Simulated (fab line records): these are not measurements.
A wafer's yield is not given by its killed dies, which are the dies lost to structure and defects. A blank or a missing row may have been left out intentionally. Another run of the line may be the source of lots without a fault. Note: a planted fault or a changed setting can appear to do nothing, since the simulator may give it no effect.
fab line records | flow nandHarc
[record] lots = 6 | wafers = 18 | lastDay = 23
route steps=1159 shown P_CONTACT@241 P_M0@253 END@1159
lots that met no fault: from a run of the same line without faults
startH: hours from the record's first day to the start of the lot's first wafer shown | waitH: hours from the lot's prior step to this one | " repeats the value in the row above | L1.1+2: several wafers, shown together as one row | - value missing, or start not given | * or withheld: withheld | < > ~ a bound
route shown NAME@n: NAME is a module with steps in the file, n the number in the route of the first one | usual: mean/standard deviation of fault-free wafers | same: alike in all rows | chamber/n: place in a boat | sites: per-site readings | _std_site: their standard deviation | _edge_site: inner sites' mean taken away from outer sites' mean | radiusMm: for every site, how far away it sits from the centre of the wafer | mask NAME#n: copy n | behind: the last tool/chamber to shape the wafer | hold: why the lot was held/for how many hours/how that ended | device: the transistor (n, p or np) that didn't switch | end of line: the same wafers' tests at the end of the route | a step given without rows: its recipe and nothing more | killed: dies lost to structure and defects at the first sort, not the wafer's yield | map: dies across one wafer; x = killed, . = not, _ = none there
set.NAME: the run value of the setting; set.NAME@STEP: its run value at that earlier step | model.NAME: the simulator's own value behind a step, which no gauge read
lots at some steps of the route; a table a step, a row a wafer
services: the hour from which a tool's chamber was out of use, counted from the record's first day as startH (under 0 if before that day), plus the number of hours and why
[[steps]]
[step NHARC_P_CONTACT_CD_MEAS_19]
[usual] cdNm = 89.1/2
lot.wafer | tool     | chamber | startH | waitH | cdNm
L493.2    | cdSem-02 | -       | 117.08 | -     | 89.5
L493.3    | "        | -       | "      | "     | 89.3
L493.4    | "        | -       | "      | "     | 88.8
L497.3    | cdSem-03 | -       | 148.30 | -     | 90.5
L497.5    | "        | -       | "      | "     | 90.3
L497.6    | "        | -       | "      | "     | 91.3
L498.3    | cdSem-02 | -       | 150.31 | -     | 89.8
L498.4    | "        | -       | "      | "     | 90.9
L498.6    | "        | -       | "      | "     | 87.3
L506.3    | cdSem-01 | -       | 198.87 | -     | 88.8
L506.5    | "        | -       | "      | "     | 89.9
L506.6    | "        | -       | "      | "     | 86.3
L510.3    | cdSem-01 | -       | 219.23 | -     | 88.6
L510.5    | "        | -       | "      | "     | 89.0
L510.6    | "        | -       | "      | "     | 85.5
L512.2    | cdSem-02 | -       | 225.24 | -     | 90.1
L512.5    | "        | -       | "      | "     | 86.9
L512.6    | "        | -       | "      | "     | 88.3
[step NHARC_P_CONTACT_STRIP_28]
[recipe] o2FlowSccm = 500 | arFlowSccm = 0 | biasW = 0 | chemistry = O2
[usual] chamberPressureMTorr = 60.00/0.058 | drypumpMotorCurrentA = 5.9/0.52 | oesProductAu = 1.000/0.0087 | rfVppV = 57.9/0.89 | showerheadPlenumPTorr = 3.62/0.098 | throttleValvePct = 17.036/0.0084
lot.wafer | tool       | chamber | startH | waitH | chamberPressureMTorr | drypumpMotorCurrentA | oesProductAu | rfHoursCounterH | rfVppV | showerheadPlenumPTorr | throttleValvePct
L493.3    | rieDiel-08 | 0       | 117.19 | 0.1   | 59.94                | 5.3                  | 0.986        | 16              | 58.9   | 3.63                  | 17.045
L493.2    | "          | 2       | "      | "     | 60.06                | 5.3                  | 0.987        | 15              | 57.9   | 3.65                  | 17.032
L493.4    | "          | 0       | "      | "     | 59.91                | 5.3                  | 0.990        | -               | 56.4   | 3.63                  | 17.038
L497.3    | rieDiel-08 | 2       | 148.40 | 0.1   | 59.93                | 5.3                  | 0.995        | 1               | 57.7   | 3.65                  | 17.060
L497.6    | "          | 0       | "      | "     | 59.90                | 5.3                  | 0.985        | -               | 58.0   | 3.62                  | 17.018
L497.5    | "          | 1       | "      | "     | 60.02                | 6.3                  | 1.000        | -               | 58.4   | 3.64                  | 17.036
L498.3    | rieDiel-09 | 0       | 150.42 | 0.1   | 60.04                | 5.7                  | 1.016        | 24              | 57.2   | 3.58                  | 17.016
L498.4    | "          | 3       | "      | "     | 59.96                | 6.7                  | 0.997        | -               | 57.6   | 3.36                  | 17.034
L498.6    | "          | 0       | "      | "     | 59.97                | 5.6                  | 1.007        | -               | 59.2   | 3.58                  | 17.037
L506.3    | rieDiel-05 | 2       | 198.99 | 0.1   | 60.04                | 5.0                  | 1.013        | 2               | 55.7   | 3.56                  | 17.042
L506.5    | "          | 3       | "      | "     | 60.05                | 5.7                  | 1.009        | -               | 58.2   | 3.63                  | 17.028
L506.6    | "          | 0       | "      | "     | 59.97                | 6.2                  | 1.003        | -               | 57.5   | 3.65                  | 17.027
L510.3    | rieDiel-08 | 0       | 219.31 | 0.1   | 60.09                | 5.3                  | 0.996        | 10              | 57.5   | 3.62                  | 17.043
L510.6    | "          | 0       | "      | "     | 60.05                | 5.3                  | 0.979        | -               | 57.9   | 3.62                  | 17.033
L510.5    | "          | 1       | "      | "     | 59.96                | 6.3                  | 1.008        | -               | 57.7   | 3.64                  | 17.037
L512.2    | rieDiel-05 | 2       | 225.34 | 0.1   | 60.08                | 5.0                  | 0.998        | 4               | 56.7   | 3.55                  | 17.030
L512.6    | "          | 0       | "      | "     | 59.95                | 6.2                  | 0.987        | -               | 58.2   | 3.65                  | 17.020
L512.5    | "          | 1       | "      | "     | 60.04                | 6.7                  | 0.992        | -               | 58.4   | 3.75                  | 17.038
[step NHARC_P_CONTACT_STRIP_29]
[recipe] timeS = 1200 | tempC = 72.5 | chemistry = postEtchResidueRemover
[step NHARC_P_CONTACT_DEGAS_38]
[recipe] tempC = 300 | timeS = 60
[usual] heaterPowerW = 494/58
lot.wafer | tool          | chamber | startH | waitH | heaterPowerW
L493.3    | pvdSputter-03 | -       | 117.86 | -     | 389
L493.2    | "             | -       | "      | "     | 546
L493.4    | "             | -       | "      | "     | 496
L497.3    | pvdSputter-01 | -       | 149.02 | -     | 439
L497.5    | "             | -       | "      | "     | 486
L497.6    | "             | -       | "      | "     | 498
L498.4    | pvdSputter-03 | -       | 151.06 | -     | 578
L498.3    | "             | -       | "      | "     | 539
L498.6    | "             | -       | "      | "     | 575
L506.3    | pvdSputter-03 | -       | 199.60 | -     | 571
L506.6    | "             | -       | "      | "     | 410
L506.5    | "             | -       | "      | "     | 548
L510.3    | pvdSputter-01 | -       | 219.95 | -     | 480
L510.5    | "             | -       | "      | "     | 478
L510.6    | "             | -       | "      | "     | 414
L512.2    | pvdSputter-02 | -       | 225.96 | -     | 513
L512.5    | "             | -       | "      | "     | 541
L512.6    | "             | -       | "      | "     | 495
[step NHARC_P_CONTACT_PRE_CLEAN_39]
[recipe] timeS = 19.5 | biasV = 250 | gas = Ar
[step NHARC_P_CONTACT_PVD_32]
[recipe] targetThkA = 50 | chamberPressurePa = 5 | powerW = 5000 | substrateTempC = 200 | timeS = 17.7 | material = Ti
[step NHARC_P_CONTACT_ALD_22]
[recipe] targetThkA = 30 | pulseTimeS = 1 | aldCycles = 150 | tempC = 450 | material = TiN
[usual] heaterPowerW = 1065/79 | precursorPulseHeightRel = 1.001/0.019
lot.wafer | tool        | chamber | startH | waitH | heaterPowerW | precursorPulseHeightRel
L493.3    | aldMetal-04 | 3       | 118.14 | -     | 1001         | 1.013
L493.4    | "           | 0       | "      | "     | 1034         | 1.008
L493.2    | "           | 1       | "      | "     | 991          | 0.996
L497.3    | aldMetal-01 | 1       | 149.31 | -     | 1020         | 1.020
L497.5    | "           | 2       | "      | "     | 1049         | 0.998
L497.6    | "           | 3       | "      | "     | 1119         | 1.018
L498.4    | aldMetal-02 | 2       | 151.31 | -     | 1018         | 0.989
L498.3    | "           | 0       | "      | "     | 937          | 0.989
L498.6    | "           | 1       | "      | "     | 1097         | 0.995
L506.3    | aldMetal-01 | 0       | 199.82 | -     | 1090         | 1.002
L506.5    | "           | 0       | "      | "     | 1090         | 1.011
L506.6    | "           | 1       | "      | "     | 995          | 1.024
L510.3    | aldMetal-04 | 2       | 220.21 | -     | 1126         | 0.991
L510.6    | "           | 1       | "      | "     | 994          | 1.016
L510.5    | "           | 2       | "      | "     | 1121         | 0.993
L512.2    | aldMetal-01 | 2       | 226.25 | -     | 1038         | 1.013
L512.5    | "           | 3       | "      | "     | 1099         | 1.015
L512.6    | "           | 0       | "      | "     | 1100         | 0.987
[step NHARC_P_CONTACT_CVD_23]
[recipe] targetThkA = 2000 | tempC = 300 | pressureTorr = 40 | wf6FlowSccm = 40 | h2FlowSccm = 1600 | arFlowSccm = 1560 | timeS = 557 | material = W
[usual] chamberPressureTorr = 40.01/0.085 | heaterPowerW = 447/33 | throttleValvePct = 8.31/0.26
lot.wafer | tool    | chamber | startH | waitH | chamberPressureTorr | heaterPowerW | throttleValvePct
L493.2    | cvdW-01 | 0       | -      | -     | 40.06               | 455          | 8.37
L493.3    | "       | 1       | "      | "     | 39.91               | 484          | 8.20
L493.4    | "       | 0       | "      | "     | 40.00               | 450          | 8.42
L497.3    | cvdW-01 | 1       | -      | -     | 40.05               | 474          | 8.49
L497.6    | "       | 0       | "      | "     | 40.10               | 465          | 8.32
L497.5    | "       | 1       | "      | "     | 39.86               | 469          | 8.29
L498.3    | cvdW-02 | 1       | -      | -     | 40.09               | 439          | 8.00
L498.4    | "       | 0       | "      | "     | 40.11               | 398          | 8.91
L498.6    | "       | 1       | "      | "     | 40.22               | 452          | 8.02
L506.3    | cvdW-01 | 1       | -      | -     | 40.08               | 479          | 8.31
L506.6    | "       | 1       | "      | "     | 40.00               | 484          | 8.54
L506.5    | "       | 0       | "      | "     | 39.94               | 467          | 8.48
L510.3    | cvdW-02 | 1       | -      | -     | 40.10               | 421          | 8.20
L510.5    | "       | 1       | "      | "     | 40.08               | 427          | 7.69
L510.6    | "       | 0       | "      | "     | 40.00               | 368          | 8.61
L512.2    | cvdW-01 | 1       | -      | -     | 40.10               | 479          | 8.42
L512.5    | "       | 1       | "      | "     | 40.06               | 474          | 8.74
L512.6    | "       | 0       | "      | "     | 40.08               | 465          | 8.57
[step NHARC_P_CONTACT_CMP_24]
[recipe] tOverpolishS = 30 | targetThkNm = 200
[usual] motorCurrentA = 11.8/1.7 | overpolishRunS = 29.999/0.0091 | timeToEndpointS = 39.7/2.9
lot.wafer | tool   | chamber | startH | waitH | motorCurrentA | overpolishRunS | timeToEndpointS
L493.2    | cmp-02 | 3       | 125.20 | 0.5   | 10.9          | 29.989         | 36.9
L493.3    | "      | 0       | "      | "     | 10.6          | 30.015         | 37.4
L493.4    | "      | 1       | "      | "     | 15.0          | 29.998         | 41.8
L497.3    | cmp-03 | 0       | 151.79 | 0.4   | 14.4          | 30.008         | 39.5
L497.6    | "      | 1       | "      | "     | 11.5          | 30.002         | 35.8
L497.5    | "      | 2       | "      | "     | 12.0          | 29.992         | 37.5
L498.4    | cmp-03 | 1       | 152.32 | 0.3   | 11.6          | 29.987         | 39.5
L498.3    | "      | 2       | "      | "     | 12.9          | 29.998         | 35.1
L498.6    | "      | 2       | "      | "     | 12.5          | 30.005         | 39.5
L506.3    | cmp-02 | 0       | 207.91 | 0.4   | 10.6          | 29.988         | 39.4
L506.6    | "      | 3       | "      | "     | 10.8          | 30.007         | 36.0
L506.5    | "      | 0       | "      | "     | 10.5          | 29.995         | 40.2
L510.3    | cmp-03 | 1       | 223.54 | 0.4   | 11.9          | 30.000         | 40.6
L510.6    | "      | 0       | "      | "     | 15.3          | 30.011         | 40.8
L510.5    | "      | 1       | "      | "     | 11.5          | 29.999         | 37.6
L512.2    | cmp-04 | 0       | 227.10 | 0.6   | 12.3          | 29.989         | 41.8
L512.5    | "      | 2       | "      | "     | 10.0          | 29.994         | 43.9
L512.6    | "      | 3       | "      | "     | 11.0          | 30.011         | 45.9
[step NHARC_P_CONTACT_SRD_26]
[step NHARC_P_CONTACT_INSPECT_27]
[usual] rawDefectCount = 291/89
lot.wafer | tool             | chamber | startH | waitH | rawDefectCount
L493.2    | defectInspect-02 | -       | 125.60 | 0.1   | 494
L493.3    | "                | -       | "      | "     | 279
L493.4    | "                | -       | "      | "     | 441
L497.3    | defectInspect-01 | -       | 152.12 | 0.1   | 154
L497.5    | "                | -       | "      | "     | 179
L497.6    | "                | -       | "      | "     | 200
L498.3    | defectInspect-01 | -       | 152.72 | 0.1   | 314
L498.4    | "                | -       | "      | "     | 309
L498.6    | "                | -       | "      | "     | 235
L506.3    | defectInspect-02 | -       | 208.29 | 0.1   | 476
L506.5    | "                | -       | "      | "     | 340
L506.6    | "                | -       | "      | "     | 372
L510.3    | defectInspect-01 | -       | 223.91 | 0.1   | 337
L510.5    | "                | -       | "      | "     | 208
L510.6    | "                | -       | "      | "     | 207
L512.2    | defectInspect-02 | -       | 227.45 | 0.1   | 394
L512.5    | "                | -       | "      | "     | 337
L512.6    | "                | -       | "      | "     | 279
[step NHARC_P_M0_DEP_00]
[recipe] targetThkA = 1500 | targetThkNm = 150 | tempC = withheld | pressureTorr = 5 | flowSccm = 200 | rfW = 600 | material = SiOC
[usual] chamberPressureTorr = 4.998/0.011 | rfFwdPowerW = 598.7/1.8
lot.wafer | tool     | chamber | startH | waitH | chamberPressureTorr | rfFwdPowerW
L493.2    | pecvd-04 | 1       | 125.67 | 0.1   | 4.990               | 599.3
L493.3    | "        | 2       | "      | "     | 4.996               | 598.1
L493.4    | "        | 1       | "      | "     | 4.977               | 597.7
L497.3    | pecvd-04 | 0       | 152.23 | 0.1   | 5.018               | 598.6
L497.5    | "        | 2       | "      | "     | 4.991               | 693.5
L497.6    | "        | 1       | "      | "     | 4.991               | 602.1
L498.3    | pecvd-04 | 0       | 152.88 | 0.2   | 4.989               | 597.3
L498.6    | "        | 2       | "      | "     | 4.990               | 691.9
L498.4    | "        | 0       | "      | "     | 4.999               | 600.8
L506.3    | pecvd-03 | 0       | 208.35 | 0.1   | 4.988               | 601.8
L506.6    | "        | 0       | "      | "     | 4.981               | 601.4
L506.5    | "        | 2       | "      | "     | 4.986               | 597.4
L510.3    | pecvd-03 | 0       | 223.98 | 0.1   | 4.997               | 598.0
L510.5    | "        | 0       | "      | "     | 4.983               | 598.4
L510.6    | "        | 1       | "      | "     | 4.999               | 599.6
L512.2    | pecvd-03 | 1       | 227.53 | 0.1   | 5.003               | 596.5
L512.5    | "        | 1       | "      | "     | 5.005               | 598.7
L512.6    | "        | 0       | "      | "     | 5.008               | 602.4
[step NHARC_P_M0_DEHYDRATE_01]
[recipe] tempC = 150 | timeS = 120
[step NHARC_END_SORT_01]
[recipe] tempC = 25
[usual] defectLimitedYield = 95.4/1.3 | killedAtArray = 27/8 | killedAtOther = 0.8/1.2 | killedAtPeriphery = 3.3/2.3 | killedDies = 31/8.8 | killedOpen = 3.2/2.1 | killedShort = 2.1/1.4 | sort_bin_2_pct = 1.4/0.55 | sort_bin_3_pct = 0.25/0.2 | sort_bin_4_pct = 2.9/0.92 | sortNPass = 646/8.8 | sortRimYieldPct = 95.5/2.7 | sortYieldPct = 95.4/1.3
[same] grossDies = 677 | sort_bin_5_pct[%] = 0 | sort_bin_6_pct[%] = 0 | sort_bin_7_pct[%] = 0 | sort_bin_8_pct[%] = 0 | sortRimNGross = 106.00
lot.wafer | tool      | chamber | startH | waitH | defectLimitedYield[%] | killedAtArray | killedAtOther | killedAtPeriphery | killedDies | killedOpen | killedShort | sort_bin_2_pct[%] | sort_bin_3_pct[%] | sort_bin_4_pct[%] | sortNPass | sortRimYieldPct[%] | sortYieldPct[%]
L498.3    | prober-01 | 0       | 485.00 | 3.1   | 95.7                  | 27            | 0             | 2                 | 29         | 6          | 3           | 1.8               | 0.15              | 2.4               | 648       | 96.2               | 95.7
L498.4    | prober-01 | 0       | 485.79 | 3.4   | 95.1                  | 28            | 3             | 2                 | 33         | 3          | 3           | 1.8               | 0.74              | 2.4               | 644       | 95.3               | 95.1
L498.6    | prober-01 | 0       | 487.37 | 4.0   | 93.6                  | 39            | 1             | 3                 | 43         | 7          | 1           | 1.6               | 0.15              | 4.6               | 634       | 96.2               | 93.6
L506.3    | prober-02 | 0       | 531.34 | 3.1   | 95.3                  | 26            | 2             | 4                 | 32         | 5          | 4           | 1.5               | 0.15              | 3.1               | 645       | 98.1               | 95.3
L506.5    | prober-02 | 0       | 532.96 | 3.7   | 94.8                  | 28            | 1             | 6                 | 35         | 3          | 3           | 1.5               | 0.30              | 3.4               | 642       | 95.3               | 94.8
L506.6    | prober-02 | 0       | 533.78 | 4.1   | 96.0                  | 23            | 2             | 2                 | 27         | 2          | 3           | 1.2               | 0.30              | 2.5               | 650       | 92.5               | 96.0
L512.2    | prober-01 | 0       | 550.78 | 2.8   | 96.5                  | 20            | 0             | 4                 | 24         | 2          | 1           | 1.5               | 0.15              | 1.9               | 653       | 99.1               | 96.5
L512.5    | prober-01 | 0       | 553.19 | 3.7   | 96.6                  | 18            | 0             | 5                 | 23         | 6          | 3           | 1.2               | 0.30              | 1.9               | 654       | 98.1               | 96.6
// killed by level:class
L498.3 A_SLIT:chamberFilmFlake=10 A_CHANNEL_HOLE_D1:chamberFilmFlake=9 A_WL_FILL:geometricParticle:short=2 A_CONTACT:geometricParticle:open=2 P_GATE:geometricParticle:open=1 P_M0:geometricParticle:open=1 A_ONON_D1:geometricParticle:open=1 A_SGD_CUT:geometricParticle:short=1
L498.4 A_CHANNEL_HOLE_D1:chamberFilmFlake=15 A_SLIT:chamberFilmFlake=5 THIN_TSV:chamberFilmFlake=3 A_ONON_D1:geometricParticle:open=2 A_CHANNEL_FILL_D1:geometricParticle:short=1 A_CHANNEL_FILL_D1:geometricParticle:open=1 A_WL_FILL:geometricParticle:short=1 A_M0:geometricParticle:short=1
L498.6 A_CHANNEL_HOLE_D1:chamberFilmFlake=15 A_SLIT:chamberFilmFlake=13 P_GATE:geometricParticle:open=2 A_STAIRCASE:chamberFilmFlake=2 A_ONON_D1:geometricParticle:short=1 A_ONON_D1:geometricParticle:open=1 A_CONTACT:geometricParticle:open=1 A_BLC:geometricParticle:open=1
L506.3 A_CHANNEL_HOLE_D1:chamberFilmFlake=14 P_GATE:chamberFilmFlake=3 A_CONTACT:chamberFilmFlake=3 THIN_TSV:chamberFilmFlake=2 P_GATE:geometricParticle:short=1 A_SOURCE_PLATE:geometricParticle:open=1 A_ONON_D1:geometricParticle:short=1 A_CHANNEL_FILL_D1:geometricParticle:short=1
L506.5 A_CHANNEL_HOLE_D1:chamberFilmFlake=18 A_CONTACT:chamberFilmFlake=4 P_M1:chamberFilmFlake=3 P_GATE:chamberFilmFlake=2 A_STAIRCASE:chamberFilmFlake=2 P_CONTACT:geometricParticle:short=1 A_ONON_D1:geometricParticle:open=1 A_WL_FILL:geometricParticle:short=1
L506.6 A_CHANNEL_HOLE_D1:chamberFilmFlake=12 A_STAIRCASE:chamberFilmFlake=3 A_CONTACT:chamberFilmFlake=3 A_CONTACT:geometricParticle:open=2 THIN_TSV:chamberFilmFlake=2 A_ONON_D1:geometricParticle:short=1 A_CHANNEL_FILL_D1:geometricParticle:short=1 A_WL_FILL:geometricParticle:short=1
L512.2 A_CHANNEL_HOLE_D1:chamberFilmFlake=5 A_SLIT:chamberFilmFlake=4 A_CONTACT:chamberFilmFlake=4 P_STI:chamberFilmFlake=2 A_CHANNEL_FILL_D1:chamberFilmFlake=2 A_STAIRCASE:chamberFilmFlake=2 A_CHANNEL_FILL_D1:geometricParticle:open=1 A_CHANNEL_FILL_D1:geometricParticle:short=1
L512.5 A_CONTACT:chamberFilmFlake=5 A_CHANNEL_HOLE_D1:chamberFilmFlake=4 A_SLIT:chamberFilmFlake=2 P_GATE:geometricParticle:open=1 P_CONTACT:geometricParticle:open=1 P_M0:geometricParticle:open=1 P_M1:geometricParticle:open=1 A_ONON_D1:geometricParticle:short=1
[[services]]
tool          | chamber | startH | hours | kind
pecvd-03      | -       | 97.11  | 0.7   | repair
aldMetal-01   | -       | 102.00 | 10.0  | pm
pvdSputter-03 | -       | 102.00 | 10.0  | pm
cmp-03        | -       | 102.85 | 4.9   | repair
pecvd-04      | -       | 108.70 | 2.3   | repair
pecvd-03      | -       | 111.19 | 13.0  | pm
pvdSputter-01 | -       | 111.30 | 1.9   | repair
cvdW-01       | -       | 111.55 | 13.0  | pm
rieDiel-08    | 1       | 114.82 | 18.9  | repair
rieDiel-08    | 3       | 117.65 | 13.6  | repair
rieDiel-08    | -       | 124.80 | 9.0   | pm
aldMetal-04   | -       | 127.44 | 0.7   | repair
cmp-02        | -       | 128.50 | 4.0   | pm
pecvd-04      | 0       | 136.78 | 3.8   | repair
cmp-03        | -       | 152.64 | 2.1   | repair
rieDiel-08    | -       | 153.17 | 1.4   | repair
cmp-03        | -       | 157.00 | 4.0   | pm
pecvd-04      | -       | 168.56 | 1.0   | repair
rieDiel-08    | 1       | 195.41 | 13.8  | repair
pecvd-04      | -       | 195.54 | 13.0  | pm
aldMetal-01   | -       | 203.85 | 1.2   | repair
cmp-03        | -       | 209.27 | 1.8   | repair
cmp-03        | -       | 211.30 | 10.5  | repair
pecvd-03      | -       | 225.87 | 0.3   | repair
[[key]]
[firstSign] step = NHARC_P_M0_DEP_00 | reading = rfFwdPowerW | direction = up | sigmas = 52 | usual = * | struck = *
effect none on later readings
metAt NHARC_P_M0_DEP_00
struckWafers L497.5,L498.6
onsetBetween 125.67 152.23
[fault] kind = processParameterDrift | tool = pecvd-04 | chamber = 2 | onsetH = 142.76 | steps = NHARC_P_M0_DEP_00 | channel = rfW | offset = * | shape = step | endH = 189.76 | actsIn = * | stated = *
